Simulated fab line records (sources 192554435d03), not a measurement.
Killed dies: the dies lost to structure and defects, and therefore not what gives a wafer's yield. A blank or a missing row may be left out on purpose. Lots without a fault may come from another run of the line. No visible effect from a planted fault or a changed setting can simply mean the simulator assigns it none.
Lot-split experiment | flow n5Finfet | on a route of 1938 steps: 7 lots, 21 wafers read

== ABOUT THE SPLIT ==
At N5_BEOL_M13_ILD_DEP_00 (deposits SiOC from DEMS/O2, target thk 837.92 nm, time 166.4 s), the setting timeS was moved away from the recipe's 166.4 s on 7 of the 21 wafers read, by -13.8% to +12.8%. For the rest of the wafers, this setting stayed at what the recipe calls for.

Between the split and the reading, the file records no step.

== THE READING ==
M13_ILD_THK, in nm, at N5_BEOL_M13_THK_MEAS_01. A value of 840 nm with a standard deviation of 10 nm is what fault-free wafers of this fab line usually give.

wafer  | tool, chamber at the split | timeS as run, s | against the recipe | M13_ILD_THK, nm | against lot-mates on the recipe
L078.3 | pecvd-01, 0                | 187.7           | +12.8%             | 939             | +101
L078.4 | pecvd-01, 0                | 166.4           | recipe             | 838             | -
L078.6 | pecvd-01, 2                | 187.7           | +12.8%             | 952             | +114
L079.1 | pecvd-02, 2                | 166.4           | recipe             | 824             | -
L079.3 | pecvd-02, 0                | 166.4           | recipe             | 826             | -
L079.5 | pecvd-02, 0                | 166.4           | recipe             | 843             | -
L083.2 | pecvd-01, 1                | 166.4           | recipe             | 837             | -
L083.5 | pecvd-01, 1                | 166.4           | recipe             | 861             | -
L083.6 | pecvd-01, 0                | 166.4           | recipe             | 848             | -
L084.2 | pecvd-02, 0                | 158.6           | -4.7%              | 788             | -59
L084.3 | pecvd-02, 2                | 158.6           | -4.7%              | 797             | -50
L084.4 | pecvd-02, 1                | 166.4           | recipe             | 847             | -
L085.1 | pecvd-01, 2                | 166.4           | recipe             | 823             | -
L085.5 | pecvd-01, 1                | 166.4           | recipe             | 842             | -
L085.6 | pecvd-01, 2                | 166.4           | recipe             | 844             | -
L088.1 | pecvd-03, 2                | 143.4           | -13.8%             | 706             | -148
L088.3 | pecvd-03, 1                | 143.4           | -13.8%             | 728             | -126
L088.5 | pecvd-03, 1                | 166.4           | recipe             | 854             | -
L087.1 | pecvd-01, 0                | 147.4           | -11.4%             | 758             | -88
L087.2 | pecvd-01, 2                | 166.4           | recipe             | 837             | -
L087.3 | pecvd-01, 0                | 166.4           | recipe             | 856             | -

THE FIT
A straight line over all 21 wafers: M13_ILD_THK changes by +8.47 nm for each +1% of timeS; r = +0.98; the points scatter about the line by 12 nm.
The same after taking each lot's own level away (the mean of its wafers on the recipe; 21 wafers): +9.06 nm for each +1%; r = +0.99; scatter 11 nm.
That fit puts the effect of the largest move of timeS on the reading at 1.3e+02 nm.
Measured against the standard deviation above, the lots' own levels, which go from 831.0 to 854.0 nm, span 2.3 times it.
So the lot-to-lot level changes the slope little: the two slopes agree.
Check: with one of the wafers moved furthest among these (-13.8%) left out of the fit, the line predicts -121 nm for it against its lot-mates. It came out at -148 nm against them.

== THE WHOLE CHAIN: every reading that the file lists as answering this split, in the file's order ==
step                    | what it does                                                   | reading                                                                            | change (the file's fit)              | r (the file's)
N5_BEOL_M13_ILD_DEP_00  | deposits SiOC from DEMS/O2, target thk 837.92 nm, time 166.4 s | SiOC_of_BEOL_M13_ILD_DEP_00.thkNm (the simulator's own value, which no gauge read) | +8.95 nm for each +1% of the setting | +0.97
N5_BEOL_M13_THK_MEAS_01 |                                                                | M13_ILD_THK                                                                        | +8.97 for each +1% of the setting    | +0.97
N5_BEOL_M13_VIA_ETCH_16 | etches SiOC in C4F8/O2/Ar, target depth 921.7 nm               | etch.depthNm (the simulator's own value, which no gauge read)                      | +8.94 nm for each +1% of the setting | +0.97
N5_BEOL_M13_VIA_ETCH_16 | etches SiOC in C4F8/O2/Ar, target depth 921.7 nm               | coat_of_BEOL_M13_COAT_04.thkNm (the simulator's own value, which no gauge read)    | -2.73 nm for each +1% of the setting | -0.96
N5_BEOL_M13_STRIP_63    | strips in N2/H2                                                | stripTimeToEndpointS                                                               | withheld for each +1% of the setting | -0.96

== THE FILE'S OWN FIT ==
M13_ILD_THK changes by +8.97 nm for each +1% of timeS, r = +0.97.
